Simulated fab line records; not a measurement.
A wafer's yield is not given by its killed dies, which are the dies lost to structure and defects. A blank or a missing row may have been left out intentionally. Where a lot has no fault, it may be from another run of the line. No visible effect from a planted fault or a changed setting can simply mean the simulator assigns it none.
The same fault as seen by 2 desks	flow n5_finfet	each desk has only its own numbers; what lay behind them comes last

## FROM THE METROLOGY DESK
What the gauges read, lot by lot, whatever tool the lot ran on: means of the sampled wafers that have a number. Marked OUT: a lot whose mean sits more than 4 standard deviations from the usual mean, which makes it out of limits; the brackets give that distance. Readings shown: 7 of its 12, picked as those furthest out on some lot.
Columns: A = M4_THK at N5_BEOL_M4_THK_MEAS_53, usual 39.1 nm; B = DIBL_N at N5_BEOL_M4_RC_MEAS_101, usual 36.9 mV/V; C = DIBL_P at N5_BEOL_M4_RC_MEAS_101, usual 36.7 mV/V; D = IOFF_P at N5_BEOL_M4_RC_MEAS_101, usual 0.22 nA/um; E = ION_N at N5_BEOL_M4_RC_MEAS_101, usual 674 uA/um; F = VT_N at N5_BEOL_M4_RC_MEAS_101, usual 249 mV; G = VT_P at N5_BEOL_M4_RC_MEAS_101, usual -250 mV
lot	first seen here	A	B	C	D	E	F	G
L566	day 8 01:10	40.0	35.8	35.3	0.18	668	253	-253
L568	day 8 17:25	38.1	36.9	35.6	0.17	672	252	-256
L574	day 9 19:56	41.0	38.7	36.3	0.21	680	246	-253
L587	day 13 04:31	38.6	34.2	33.2	0.17	655	254	-251
L589	day 13 23:34	37.9	38.5	38.3	0.23	670	251	-250
This desk found nothing out of limits on any of the 5 lots.

## AT THE TOOL OWNER'S DESK: pecvd-04
The tool's own readings at N5_BEOL_M4_DEP_57 (deposits SiCN from 3MS/NH3, target thk 8 nm, time 14 s): means of the sampled wafers that have a number, for each lot that ran on this tool. Marked OUT: a lot whose mean sits more than 4 standard deviations from the usual mean, which makes it out of limits; the brackets give that distance.
Columns: A = showerhead_plenum_p_Torr at N5_BEOL_M4_DEP_57, usual 3.671 Torr; B = throttle_valve_pct at N5_BEOL_M4_DEP_57, usual 9.0 %
lot	first seen here	A	B
L566	day 8 01:25	3.675	8.5
L574	day 9 20:07	3.674	8.7
This desk found nothing out of limits on any of the 2 lots.

## ALL TOGETHER
From the metrology desk's view, nothing was out of limits.
The desk of the tool owner found nothing out of limits.

## WHAT WAS PUT IN BY THE SIMULATOR
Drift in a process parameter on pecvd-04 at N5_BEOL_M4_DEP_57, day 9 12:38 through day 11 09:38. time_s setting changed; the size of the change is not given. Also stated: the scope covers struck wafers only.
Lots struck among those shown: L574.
